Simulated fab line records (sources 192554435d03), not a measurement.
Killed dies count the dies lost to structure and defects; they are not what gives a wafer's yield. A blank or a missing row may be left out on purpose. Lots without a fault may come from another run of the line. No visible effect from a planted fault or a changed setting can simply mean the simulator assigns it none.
Split-lot trial	flow n5_finfet	7 lots, 21 wafers read, on a route of 1938 steps

## ON THE SPLIT
At N5_HKMG_FIN_ETCH_58 (etches SOC in N2/H2, target depth 215.8 nm, time 741 s), the setting bias_w was moved away from the recipe's 13 W on 6 of the 21 wafers read, by -9.3% to +15.0%. The other wafers ran this setting at the recipe's value.

The reading is taken at the split's own step.

## THE READING
rf_vpp_V, in V, at N5_HKMG_FIN_ETCH_58 (etches SOC in N2/H2, target depth 215.8 nm, time 741 s). A value of 99.2 V with a standard deviation of 0.95 V is what fault-free wafers of this fab line usually give.

wafer	tool, chamber at the split	bias_w as run, W	against the recipe	rf_vpp_V, V	against lot-mates on the recipe
L074.3	rie_diel-01, 0	13	recipe	99.7	-
L074.5	rie_diel-01, 1	13	recipe	99.1	-
L074.6	rie_diel-01, 0	13	recipe	100.0	-
L076.1	rie_diel-05, 3	13.62	+4.8%	101.6	+2.6
L076.3	rie_diel-05, 1	13	recipe	98.4	-
L076.5	rie_diel-05, 3	13	recipe	99.5	-
L080.1	rie_diel-05, 1	13	recipe	99.2	-
L080.3	rie_diel-05, 0	11.79	-9.3%	92.3	-7.7
L080.4	rie_diel-05, 3	13	recipe	100.7	-
L083.1	rie_diel-01, 1	14.95	+15.0%	109.8	+11.6
L083.4	rie_diel-01, 3	13	recipe	98.2	-
L083.5	rie_diel-01, 3	14.95	+15.0%	108.3	+10.1
L087.1	rie_diel-06, 1	13	recipe	99.9	-
L087.5	rie_diel-06, 0	13	recipe	99.1	-
L087.6	rie_diel-06, 1	13	recipe	99.3	-
L090.1	rie_diel-06, 2	13.9	+6.9%	104.3	+5.6
L090.5	rie_diel-06, 3	13	recipe	98.7	-
L090.6	rie_diel-06, 2	13.9	+6.9%	102.4	+3.7
L093.2	rie_diel-05, 0	13	recipe	99.6	-
L093.4	rie_diel-05, 1	13	recipe	100.0	-
L093.6	rie_diel-05, 2	13	recipe	98.7	-

THE FIT
A straight line over all 21 wafers: rf_vpp_V changes by +0.655 V for each +1% of bias_w; r = +0.98; the points scatter about the line by 0.76 V.
The same after taking each lot's own level away (the mean of its wafers on the recipe; 21 wafers): +0.731 V for each +1%; r = +0.99; scatter 0.64 V.
That fit puts the effect of the largest move of bias_w on the reading at 11 V.
From 98.20 to 99.95 V: that is the span of the lots' own levels, equal to 1.8 times the standard deviation above.
So the slope is not independent of the lot-to-lot level: the two fits are not the same.
Check: with one of the wafers moved furthest among these (+15.0%) left out of the fit, the line predicts +10.4 V for it against its lot-mates. It came out at +11.6 V against them.
Tool readings at the split's step, against how far the setting was moved: rf_vpp_V r = +0.98.

## THE OTHER SPLITS THESE WAFERS WENT THROUGH
Other splits were also applied to these wafers ahead of the reading. Each is held against what the fit with the lots' levels taken away leaves over:
other split on the same wafers	wafers away from the commonest value	r with rf_vpp_V (lot level and that fit taken away)
N5_FIN_SAQP_PECVD_06 time_s	5	+0.04
N5_FIN_SAQP_COAT_49 time_s	8	+0.29
N5_DUMMY_GATE_CVD_03 temp_c	9	+0.09
N5_DUMMY_GATE_COAT_35 spin_rpm	7	+0.20
N5_SD_EPI_N_ETCH_45 target_depth_a	7	+0.14
N5_SD_EPI_N_EPI_21 time_s	8	-0.07
N5_HKMG_FIN_EXPOSE_46 dose_mj	7	+0.00

## THE FILE'S OWN FIT
rf_vpp_V changes by +0.732 V for each +1% of bias_w, r = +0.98.
